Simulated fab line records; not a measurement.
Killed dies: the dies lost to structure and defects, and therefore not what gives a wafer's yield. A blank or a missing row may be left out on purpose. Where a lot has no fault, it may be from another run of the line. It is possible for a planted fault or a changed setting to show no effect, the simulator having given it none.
Problem report, 8D (eight disciplines) form, completed by code	flow n5_finfet	the parts of the form that need people (team, actions taken, sign-off) are left out

== 1. WHAT IS WRONG ==
susceptor_temp_C at N5_BEOL_M10_PECVD_70 reads a mean of 412.29 C on 1 wafer of 1 lot; wafers without a fault read 400.02 C with a standard deviation of 0.22. That puts it +56 standard deviations away from the usual mean.
The step: deposits SiO2 from TEOS/O2, target thk 20 nm, time 22.7 s.
Earliest sighting: wafer L550.6 on pecvd-01 at day 13 18:43. The record has a number at this step for 30 wafers belonging to 10 lots. By rule, "out" or "out of limits" means more than 4 standard deviations away from the usual mean. The other wafers with a number count as sound.

== 2. WHAT IT IS, WHAT IT ISN'T ==
question	is	is not
which readings at this step	susceptor_temp_C	heater_power_w, rf_fwd_power_W, showerhead_plenum_p_Torr, throttle_valve_pct
which lots	L550	L544, L548, L559, L561, L563, L564, L565, L566, L567
which wafers of those lots	L550.6	L550.3, L550.5
read on which tools	pecvd-01	pecvd-02, pecvd-03
when	from day 13 18:43	up to then (8 sound wafers); but 21 sound wafers of L559, L561, L563, L564, L565, L566, L567 came after

== 3. SUSPECTS, AND WHAT RULES EACH OUT ==
Counting: a tool at a process step up to the reading stays a suspect if it ran every lot that is out. Sound lots after the first of them don't rule it out here, since some wafers of a struck lot are sound.
- rie_diel-03 at N5_BEOL_M9_DESCUM_33 (chemistry O2, time 7 s): kept. L550, the lot that is out, went through it at day 13 14:12; up to then, the latest sound lot through it was L548 at day 12 17:33.
- uv_cure-02 at N5_BEOL_M9_CURE_72 (cures SiCOH lowk, time 120 s): kept. L550, the lot that is out, went through it at day 13 14:57; up to then, the latest sound lot through it was L548 at day 12 18:13.
- pecvd-01 at N5_BEOL_M10_PECVD_70 (deposits SiO2 from TEOS/O2, target thk 20 nm, time 22.7 s): kept. L550, the lot that is out, went through it at day 13 18:43; up to then, the latest sound lot through it was L544 at day 11 17:50. On those wafers its own readings are out: susceptor_temp_C.
- In pecvd-01 at N5_BEOL_M10_PECVD_70, the wafers that are out were processed in chamber 1 and their sound lot-mates in chambers 0, 2.
After the count, these remain: rie_diel-03 at N5_BEOL_M9_DESCUM_33, uv_cure-02 at N5_BEOL_M9_CURE_72 and pecvd-01 at N5_BEOL_M10_PECVD_70.

== 4. THE CAUSE (what the simulator had put in) ==
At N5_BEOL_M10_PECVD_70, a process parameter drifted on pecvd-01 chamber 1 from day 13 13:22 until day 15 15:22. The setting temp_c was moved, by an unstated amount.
Counting left 3 suspects, and this tool is among them.

== 5. THE EFFECT CHAIN, in route order ==
Rows list readings where the struck wafers' mean (over those with a number) sits beyond 3 standard deviations from the usual. Readings are gone through only where the record gives a usual standard deviation; hours: the median, over the lots, of the time from a lot's start at the first step in this table giving one to that lot's start at this step; sigmas: the change measured in usual standard deviations.
hours	step	reading	usual	on struck wafers	change	sigmas
0	N5_BEOL_M10_PECVD_70	susceptor_temp_C	400.02 C	412.29	+12.27	+56
8	N5_BEOL_M10_CMP_52	barrier_field_endpoint_s	29.0 s	27.0	-2.0	-3.6
It contains these process steps:
- N5_BEOL_M10_PECVD_70: deposits SiO2 from TEOS/O2, target thk 20 nm, time 22.7 s.
- N5_BEOL_M10_CMP_52: polishes, stops on SiCOH lowk, t overpolish 7 s, target thk 140 nm.

== 6. WHAT WOULD HAVE CAUGHT IT SOONER ==
First out-of-limits reading in this record: day 13 18:43, which is 5 hours after fault onset at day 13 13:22.
